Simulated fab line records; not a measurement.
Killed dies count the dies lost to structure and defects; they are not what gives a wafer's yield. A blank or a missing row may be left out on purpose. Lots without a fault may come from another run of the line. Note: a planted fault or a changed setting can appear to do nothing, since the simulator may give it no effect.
Matching of chambers | flow n5Finfet | N5_BEOL_M6_ETCH_61 on rieDiel-05: 4 sister chambers
The step etches SiARC in CF4, target depth 45.5 nm, time 75.8 s. 4 wafers are shown with their chamber, then 7 later ones without.

EACH WAFER AND ITS CHAMBER
wafer  | chamber | throttleValvePct (%)
L731.2 | 3       | 15.82
L736.6 | 0       | 15.57
L737.1 | 1       | 15.49
L737.4 | 2       | 15.06

WAFERS WITH NO CHAMBER GIVEN
wafer  | throttleValvePct (%)
L737.5 | 15.57
L739.5 | 15.07
L738.1 | 15.49
L738.2 | 15.09
L749.2 | 15.13
L749.4 | 15.39
L749.5 | 15.62

THE CHAMBER EACH PASSED THROUGH
wafer  | from the rows above     | in truth
L737.5 | can't be placed: 0 or 1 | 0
L739.5 | 2                       | 2
L738.1 | can't be placed: 1 or 0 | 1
L738.2 | 2                       | 2
L749.2 | 2                       | 2
L749.4 | can't be placed: 1 or 0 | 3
L749.5 | can't be placed: 0 or 1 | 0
Correct placement for 3 of the 7. These rows do not allow placing 4 (true chamber among the candidates in 3). Wrongly placed: 0.
How it was worked out, from the rows above alone: a wafer's distance from a chamber is the root of the sum, over the readings, of the square of ((its reading less the chamber's mean) divided by the reading's scatter). If the next closest chamber is less than 2 further off than the closest, the wafer can't be placed; otherwise it belongs to the closest. For every chamber, the mean is computed from those of its wafers that are shown. The scatter: root of mean squared gap, hidden wafer to nearest shown wafer, with one shown wafer a chamber.
